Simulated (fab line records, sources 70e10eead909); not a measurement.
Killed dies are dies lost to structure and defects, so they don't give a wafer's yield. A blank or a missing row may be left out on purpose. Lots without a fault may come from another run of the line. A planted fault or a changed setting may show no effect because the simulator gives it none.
Chamber matching | flow nand_harc | NHARC_A_CONTACT_DEP_58 on pecvd-01: 3 sister chambers
The step deposits SiON, target thk 90 nm. 22 wafers are shown with their chamber, then 11 later ones without.

WAFERS WITH THEIR CHAMBER
wafer  | chamber | heater_power_w (W)
L075.2 | 0       | 849
L075.5 | 2       | 715
L075.6 | 1       | 730
L077.2 | 2       | 754
L077.4 | 0       | 846
L077.6 | 2       | 765
L078.3 | 2       | 692
L078.4 | 2       | 687
L078.6 | 0       | 893
L082.1 | 0       | 804
L082.2 | 1       | 690
L082.5 | 0       | 813
L080.1 | 1       | 669
L080.3 | 0       | 852
L080.5 | 0       | 875
L081.2 | 1       | 740
L081.3 | 0       | 854
L081.5 | 2       | 664
L084.1 | 0       | 898
L084.3 | 2       | 751
L084.6 | 1       | 629
L087.1 | 1       | 617

SIGNATURES (means of the wafers above)
reading        | chamber 0 | chamber 1 | chamber 2 | scatter within a chamber
heater_power_w | 853.78    | 679.17    | 718.29    | 39.9
Rule: a wafer's distance from a chamber is the root of the sum, over the readings, of the square of ((its reading less the chamber's mean) divided by the reading's scatter). The wafer belongs to the nearest chamber; if the next one is less than 2 further off, it can't be placed. The scatter: the root of (the sum of the squares of (reading less its chamber's mean) over the shown wafers, divided by (wafers less chambers)).

WAFERS WITHOUT THEIR CHAMBER
wafer  | heater_power_w (W)
L087.4 | 730
L087.6 | 848
L091.1 | 756
L091.2 | 801
L091.3 | 939
L093.2 | 707
L093.3 | 954
L093.6 | 765
L097.1 | 666
L097.2 | 716
L097.5 | 655

WHICH CHAMBER EACH WENT THROUGH
wafer  | from the rows above          | in truth
L087.4 | can't be placed: 2 or 1      | 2
L087.6 | 0                            | 0
L091.1 | can't be placed: 2 or 1 or 0 | 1
L091.2 | can't be placed: 0 or 2 or 1 | 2
L091.3 | 0                            | 0
L093.2 | can't be placed: 2 or 1      | 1
L093.3 | 0                            | 0
L093.6 | can't be placed: 2 or 1 or 0 | 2
L097.1 | can't be placed: 1 or 2      | 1
L097.2 | can't be placed: 2 or 1      | 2
L097.5 | can't be placed: 1 or 2      | 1
Placed correctly: 3 of 11. Can't be placed from these rows: 8 (the true chamber is among the candidates in 8). Placed wrongly: 0.
